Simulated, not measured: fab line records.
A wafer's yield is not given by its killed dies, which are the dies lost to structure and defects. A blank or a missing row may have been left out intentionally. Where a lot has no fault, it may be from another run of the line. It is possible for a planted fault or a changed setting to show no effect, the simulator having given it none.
Chamber matching | flow n5 finfet | cvd co-02 running N5_MOL_CONTACT_COAG_CO_FILL_22: 3 sister chambers
The step material Co, precursor CCTBA/H2, target thk 20 nm. 3 wafers are shown with their chamber, then 10 later ones without.

== WAFERS, EACH WITH ITS CHAMBER ==
wafer  | chamber | heater power w (W)
L089.5 | 2       | 240
L090.1 | 0       | 213
L090.2 | 1       | 297

== WAFERS WHOSE CHAMBER IS MISSING ==
wafer  | heater power w (W)
L090.5 | 241
L095.2 | 248
L095.3 | 302
L095.5 | 215
L096.1 | 302
L096.2 | 243
L096.4 | 242
L097.1 | 244
L097.4 | 215
L097.6 | 298

== THE CHAMBER EACH PASSED THROUGH ==
wafer  | from the rows above | in truth
L090.5 | 2                   | 2
L095.2 | 2                   | 2
L095.3 | 1                   | 1
L095.5 | 0                   | 0
L096.1 | 1                   | 1
L096.2 | 2                   | 2
L096.4 | 2                   | 2
L097.1 | 2                   | 2
L097.4 | 0                   | 0
L097.6 | 1                   | 1
Correctly placed: 10 of 10. Number that these rows cannot place: 0. Wrongly placed: 0.
How it was worked out, from the rows above alone: a wafer's distance from a chamber is the root of the sum, over the readings, of the square of ((its reading less the chamber's mean) divided by the reading's scatter). If the next closest chamber is less than 2 further off than the closest, the wafer can't be placed; otherwise it belongs to the closest. For every chamber, the mean is computed from those of its wafers that are shown. The scatter (one wafer shown for each chamber): square how far every hidden wafer sits from the nearest shown wafer, average those squares and take the square root.
